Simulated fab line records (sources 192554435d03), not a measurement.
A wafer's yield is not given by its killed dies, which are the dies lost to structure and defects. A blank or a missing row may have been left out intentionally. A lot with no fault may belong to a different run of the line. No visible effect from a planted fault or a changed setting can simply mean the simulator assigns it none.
Chamber matching	flow n5-finfet	3 sister chambers for N5_BEOL_M7_CURE_75 on uv-cure-02
The step cures SiCOH lowk, time 120 s. 3 wafers are shown with their chamber, then 9 later ones without.

== WAFERS PAIRED WITH THEIR CHAMBERS ==
wafer	chamber	wafer_temp_C_max
L086.5	0	370.8
L089.6	1	372.4
L091.6	2	370.9

== WAFERS MISSING THEIR CHAMBER ==
wafer	wafer_temp_C_max
L092.2	373.2
L092.3	373.5
L092.6	372.9
L097.2	372.0
L097.3	371.4
L097.5	371.1
L096.1	371.1
L096.2	371.2
L096.5	370.8

== CHAMBER TAKEN BY EACH ==
wafer	from the rows above	in truth
L092.2	1	1
L092.3	1	1
L092.6	1	1
L097.2	can't be placed: 1 or 2 or 0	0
L097.3	can't be placed: 2 or 0 or 1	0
L097.5	can't be placed: 2 or 0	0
L096.1	can't be placed: 2 or 0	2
L096.2	can't be placed: 2 or 0 or 1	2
L096.5	can't be placed: 0 or 2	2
Correctly placed: 3 of 9. Cannot be placed on the basis of these rows: 6; the candidates contain the true chamber in 6. 0 placed wrongly.
How it was worked out, from the rows above alone: a wafer's distance from a chamber is the root of the sum, over the readings, of the square of ((its reading less the chamber's mean) divided by the reading's scatter). If the next closest chamber is less than 2 further off than the closest, the wafer can't be placed; otherwise it belongs to the closest. The mean given for a chamber averages the wafers shown for that chamber. The scatter: with one shown wafer a chamber, the root of the mean of the squares of how far each hidden wafer lies from its nearest shown one.
